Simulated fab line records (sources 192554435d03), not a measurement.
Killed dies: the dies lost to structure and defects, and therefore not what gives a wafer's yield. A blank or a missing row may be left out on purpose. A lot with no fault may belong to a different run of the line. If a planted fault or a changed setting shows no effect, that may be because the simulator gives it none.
What tool caused it? ; flow n5_finfet ; Sampling: 24 lots, 72 wafers, 5 of 1938 route steps

## WHAT THE GAUGES SHOWED, per wafer
N5_MOL_CONTACT_COAG_THK_MEAS_29. Usual: MD_CAP_THK typically reads 17.92 nm, with standard deviation 0.072.
lot;measured;on;MD_CAP_THK (nm);flag
L075;day 5 04:40;film_metro-02;17.88 17.99 17.89;
L074;day 5 04:56;film_metro-01;17.84 17.86 17.83;
L076;day 5 11:10;film_metro-02;17.86 17.95 17.94;
L077;day 6 00:28;film_metro-02;18.01 17.90 17.74;
L078;day 6 04:43;film_metro-01;18.01 18.05 17.99;
L079;day 6 10:52;film_metro-02;17.94 17.95 17.88;
L080;day 6 14:20;film_metro-02;17.93 17.91 17.84;
L081;day 6 17:13;film_metro-01;18.02 17.94 18.10;
L082;day 6 22:17;film_metro-01;17.89 17.94 17.97;
L083;day 7 08:29;film_metro-02;17.85 17.94 17.81;
L084;day 7 15:04;film_metro-01;17.79 17.82 17.98;
L085;day 8 01:24;film_metro-01;18.01 17.92 17.92;
L086;day 8 05:53;film_metro-02;17.89 17.93 18.07;
L087;day 8 08:50;film_metro-01;17.83 17.95 17.89;
L088;day 8 14:38;film_metro-02;18.11 17.98 18.03;
L089;day 8 18:51;film_metro-01;17.90 17.99 17.97;
L090;day 9 02:02;film_metro-01;18.00 17.95 17.99;
L091;day 9 09:31;film_metro-02;17.96 17.95 17.94;
L092;day 9 17:32;film_metro-02;17.87 17.85 17.78;
L093;day 10 06:00;film_metro-01;17.88 17.79 17.86;
L094;day 10 06:38;film_metro-02;17.91 17.93 17.87;
L095;day 10 09:20;film_metro-02;17.97 18.07 17.87;
L096;day 10 16:08;film_metro-01;17.88 18.02 17.94;
L097;day 10 19:27;film_metro-01;18.00 17.97 18.04;

## EACH LOT AND THE TOOL THAT RAN IT (in order: tool; ch and the chambers of the sampled wafers; start)
lot;N5_MOL_CONTACT_COAG_TI_SIL_19;N5_MOL_CONTACT_COAG_PRE_CLEAN_142;N5_MOL_CONTACT_COAG_CMP_23;N5_MOL_CONTACT_COAG_CMP_28
L075;pvd_sputter-03, day 4 21:35;pvd_sputter-03, day 5 01:45;cmp-04 ch 0,2,3, day 5 02:02;cmp-03 ch 0,3, day 5 04:25
L074;pvd_sputter-02, day 4 21:38;pvd_sputter-03, day 5 01:55;cmp-04 ch 0,1,2, day 5 02:13;cmp-01 ch 0,2,3, day 5 04:43
L076;pvd_sputter-03, day 5 05:22;pvd_sputter-03, day 5 08:11;cmp-01 ch 1,2,3, day 5 08:29;cmp-01 ch 0,3, day 5 10:54
L077;pvd_sputter-02, day 5 16:04;pvd_sputter-01, day 5 21:27;cmp-04 ch 1,3, day 5 21:41;cmp-01 ch 1,2, day 6 00:12
L078;pvd_sputter-01, day 5 21:37;pvd_sputter-01, day 6 01:47;cmp-04 ch 0,1,3, day 6 02:02;cmp-04 ch 0,1,2, day 6 04:25
L079;pvd_sputter-02, day 6 01:46;pvd_sputter-02, day 6 07:57;cmp-04 ch 1,2, day 6 08:14;cmp-03 ch 1,2, day 6 10:37
L080;pvd_sputter-01, day 6 07:32;pvd_sputter-03, day 6 11:25;cmp-04 ch 1,3, day 6 11:41;cmp-04 ch 0,1,3, day 6 14:07
L081;pvd_sputter-01, day 6 11:16;pvd_sputter-03, day 6 14:15;cmp-01 ch 0,1,2, day 6 14:36;cmp-03 ch 1,2,3, day 6 17:02
L082;pvd_sputter-02, day 6 15:49;pvd_sputter-01, day 6 19:20;cmp-04 ch 0,3, day 6 19:37;cmp-01 ch 1,2, day 6 22:02
L083;pvd_sputter-02, day 6 23:55;pvd_sputter-02, day 7 04:11;cmp-01 ch 0,2,3, day 7 04:28;cmp-03 ch 1,2,3, day 7 08:11
L084;pvd_sputter-03, day 7 08:01;pvd_sputter-02, day 7 12:08;cmp-01 ch 0,2,3, day 7 12:23;cmp-03 ch 0,1,3, day 7 14:49
L085;pvd_sputter-02, day 7 15:54;pvd_sputter-03, day 7 22:20;cmp-03 ch 0,1,2, day 7 22:37;cmp-04 ch 1,2,3, day 8 01:07
L086;pvd_sputter-03, day 7 21:56;pvd_sputter-03, day 8 02:57;cmp-03 ch 1,2, day 8 03:11;cmp-01 ch 0,1,2, day 8 05:37
L087;pvd_sputter-02, day 8 02:08;pvd_sputter-02, day 8 05:54;cmp-04 ch 0,3, day 8 06:08;cmp-04 ch 2,3, day 8 08:32
L088;pvd_sputter-02, day 8 06:08;pvd_sputter-03, day 8 11:42;cmp-04 ch 0,2,3, day 8 11:57;cmp-01 ch 0,1,2, day 8 14:23
L089;pvd_sputter-01, day 8 11:49;pvd_sputter-03, day 8 15:54;cmp-04 ch 1,2,3, day 8 16:17;cmp-04 ch 0,2,3, day 8 18:38
L090;pvd_sputter-03, day 8 16:52;pvd_sputter-01, day 8 23:06;cmp-03 ch 2,3, day 8 23:21;cmp-03 ch 0,2,3, day 9 01:49
L091;pvd_sputter-01, day 9 02:31;pvd_sputter-02, day 9 06:35;cmp-01 ch 1,2,3, day 9 06:55;cmp-04 ch 0,2,3, day 9 09:18
L092;pvd_sputter-03, day 9 10:29;pvd_sputter-02, day 9 14:16;cmp-01 ch 0,1,3, day 9 14:30;cmp-04 ch 1,2, day 9 17:14
L093;pvd_sputter-03, day 9 22:12;pvd_sputter-01, day 10 02:55;cmp-01 ch 1,2,3, day 10 03:21;cmp-04 ch 0,1,3, day 10 05:43
L094;pvd_sputter-01, day 10 00:47;pvd_sputter-01, day 10 03:18;cmp-01 ch 1,3, day 10 03:46;cmp-04 ch 0,1,3, day 10 06:22
L095;pvd_sputter-01, day 10 03:09;pvd_sputter-03, day 10 06:10;cmp-04 ch 1,2,3, day 10 06:34;cmp-04 ch 0,1,3, day 10 09:02
L096;pvd_sputter-02, day 10 09:45;pvd_sputter-03, day 10 13:13;cmp-04 ch 0,1,3, day 10 13:32;cmp-01 ch 1,2, day 10 15:50
L097;pvd_sputter-02, day 10 12:41;pvd_sputter-01, day 10 16:29;cmp-01 ch 0,1,2, day 10 16:46;cmp-04 ch 1,2, day 10 19:09
- N5_MOL_CONTACT_COAG_TI_SIL_19: material Ti, target thk 4.2 nm, time 15 s.
- N5_MOL_CONTACT_COAG_PRE_CLEAN_142: time 60 s.
- N5_MOL_CONTACT_COAG_CMP_23: polishes, stops on SiO2, t overpolish 1.5 s, target thk 0 nm.
- N5_MOL_CONTACT_COAG_CMP_28: polishes, stops on SiNx, t overpolish 0.85 s, target thk 14.522 nm.

## AS READ BY THE TOOLS THEMSELVES (means over the sampled wafers that have a number; for cases with no such wafer, the mark the record gives instead)
N5_MOL_CONTACT_COAG_TI_SIL_19. Usual: throttle_valve_pct 30.1 %, standard deviation 0.42.
lot;tool;throttle_valve_pct (%);flag
L075;pvd_sputter-03;30.5;
L074;pvd_sputter-02;30.1;
L076;pvd_sputter-03;29.9;
L077;pvd_sputter-02;29.8;
L078;pvd_sputter-01;30.1;
L079;pvd_sputter-02;30.3;
L080;pvd_sputter-01;30.0;
L081;pvd_sputter-01;30.1;
L082;pvd_sputter-02;30.1;
L083;pvd_sputter-02;30.2;
L084;pvd_sputter-03;30.2;
L085;pvd_sputter-02;29.9;
L086;pvd_sputter-03;30.3;
L087;pvd_sputter-02;30.3;
L088;pvd_sputter-02;30.4;
L089;pvd_sputter-01;30.2;
L090;pvd_sputter-03;30.1;
L091;pvd_sputter-01;30.5;
L092;pvd_sputter-03;30.1;
L093;pvd_sputter-03;30.2;
L094;pvd_sputter-01;29.9;
L095;pvd_sputter-01;30.2;
L096;pvd_sputter-02;30.2;
L097;pvd_sputter-02;30.3;

N5_MOL_CONTACT_COAG_PRE_CLEAN_142. Usual: heater_power_w 473 W, standard deviation 59.
lot;tool;heater_power_w (W);flag
L075;pvd_sputter-03;465;
L074;pvd_sputter-03;482;
L076;pvd_sputter-03;415;
L077;pvd_sputter-01;516;
L078;pvd_sputter-01;492;
L079;pvd_sputter-02;509;
L080;pvd_sputter-03;451;
L081;pvd_sputter-03;483;
L082;pvd_sputter-01;540;
L083;pvd_sputter-02;525;
L084;pvd_sputter-02;503;
L085;pvd_sputter-03;466;
L086;pvd_sputter-03;440;
L087;pvd_sputter-02;456;
L088;pvd_sputter-03;455;
L089;pvd_sputter-03;460;
L090;pvd_sputter-01;512;
L091;pvd_sputter-02;502;
L092;pvd_sputter-02;531;
L093;pvd_sputter-01;505;
L094;pvd_sputter-01;493;
L095;pvd_sputter-03;450;
L096;pvd_sputter-03;446;
L097;pvd_sputter-01;504;

N5_MOL_CONTACT_COAG_CMP_23. Usual: edge_zone_pressure_frac 1.000, standard deviation 0.0052; motor_current_A 8.0 A, standard deviation 0.51; overpolish_run_s 1.500 s, standard deviation 0.01; platen_rpm 50.29 rpm, standard deviation 0.035; time_to_endpoint_s 10.1 s, standard deviation 1.8.
lot;tool;edge_zone_pressure_frac;motor_current_A (A);overpolish_run_s (s);platen_rpm (rpm);time_to_endpoint_s (s);flag
L075;cmp-04;1.004;8.3;1.494;50.29;13.0;
L074;cmp-04;0.998;8.3;1.508;50.28;11.7;
L076;cmp-01;0.998;7.8;1.503;50.28;10.2;
L077;cmp-04;1.002;8.3;1.503;50.27;12.2;
L078;cmp-04;0.998;7.9;1.498;50.33;9.7;
L079;cmp-04;1.000;8.4;1.502;50.27;7.8;
L080;cmp-04;0.995;8.2;1.493;50.29;12.1;
L081;cmp-01;1.004;7.9;1.500;50.29;8.6;
L082;cmp-04;1.006;8.2;1.502;50.31;11.1;
L083;cmp-01;0.997;7.5;1.495;50.27;10.3;
L084;cmp-01;0.997;7.6;1.494;50.29;11.3;
L085;cmp-03;1.000;7.9;1.496;50.29;10.5;
L086;cmp-03;0.999;8.2;1.516;50.31;7.0;
L087;cmp-04;0.996;8.3;1.508;50.26;10.8;
L088;cmp-04;0.996;8.2;1.502;50.31;10.8;
L089;cmp-04;1.001;8.2;1.491;50.30;9.0;
L090;cmp-03;0.995;8.0;1.506;50.28;12.1;
L091;cmp-01;0.999;8.0;1.494;50.28;7.2;
L092;cmp-01;1.001;8.1;1.505;50.30;8.5;
L093;cmp-01;0.994;7.7;1.499;50.34;10.1;
L094;cmp-01;1.001;8.5;1.503;50.30;8.3;
L095;cmp-04;1.011;8.4;1.496;50.28;9.8;
L096;cmp-04;1.002;8.1;1.505;50.29;9.2;
L097;cmp-01;1.004;7.8;1.505;50.30;10.9;

N5_MOL_CONTACT_COAG_CMP_28. Usual: edge_zone_pressure_frac 1.000, standard deviation 0.0049; motor_current_A 12.4 A, standard deviation 0.72; platen_rpm 51.799 rpm, standard deviation 0.029; time_to_endpoint_s 5.2 s, standard deviation 1.8.
lot;tool;edge_zone_pressure_frac;motor_current_A (A);platen_rpm (rpm);time_to_endpoint_s (s);flag
L075;cmp-03;1.003;12.2;51.799;6.5;
L074;cmp-01;0.997;11.8;51.796;5.2;
L076;cmp-01;1.004;12.1;51.801;4.5;
L077;cmp-01;0.997;12.2;51.792;4.9;
L078;cmp-04;1.004;12.5;51.815;9.0;
L079;cmp-03;1.002;12.4;51.764;2.2;
L080;cmp-04;0.998;12.1;51.772;8.4;
L081;cmp-03;0.994;12.4;51.804;2.8;
L082;cmp-01;0.997;12.4;51.802;4.3;
L083;cmp-03;1.000;12.6;51.828;4.6;
L084;cmp-03;1.002;11.8;51.809;5.8;
L085;cmp-04;0.991;13.1;51.786;4.2;
L086;cmp-01;1.002;11.8;51.820;5.3;
L087;cmp-04;0.996;13.2;51.799;7.1;
L088;cmp-01;0.998;12.4;51.808;3.6;
L089;cmp-04;1.004;12.3;51.802;6.4;
L090;cmp-03;1.000;11.6;51.781;6.9;
L091;cmp-04;1.002;12.8;51.782;6.1;
L092;cmp-04;0.999;12.5;51.817;4.8;
L093;cmp-04;1.003;12.4;51.768;4.9;
L094;cmp-04;0.998;12.3;51.802;4.2;
L095;cmp-04;1.003;11.8;51.827;5.3;
L096;cmp-01;0.997;11.6;51.810;2.8;
L097;cmp-04;0.999;13.0;51.810;3.8;

## THE ANSWER, worked out from the rows above alone
Rule: take the mean of a lot's wafers that have a number; if it is more than 3 standard deviations from the usual mean, the lot is off. Also off: a lot with no number at a reading for which 4 or more lots have one. The other lots that the step has rows for count as sound. First the gauges in route order, then the tools' own readings, where a lot's mean is used as printed above. At the first step where some lot is off, the reading lying furthest off is the one used; lots without a number count as furthest.
No lot is off at any reading shown: from this, nothing can be told.

## WHAT WAS PUT IN BY THE SIMULATOR
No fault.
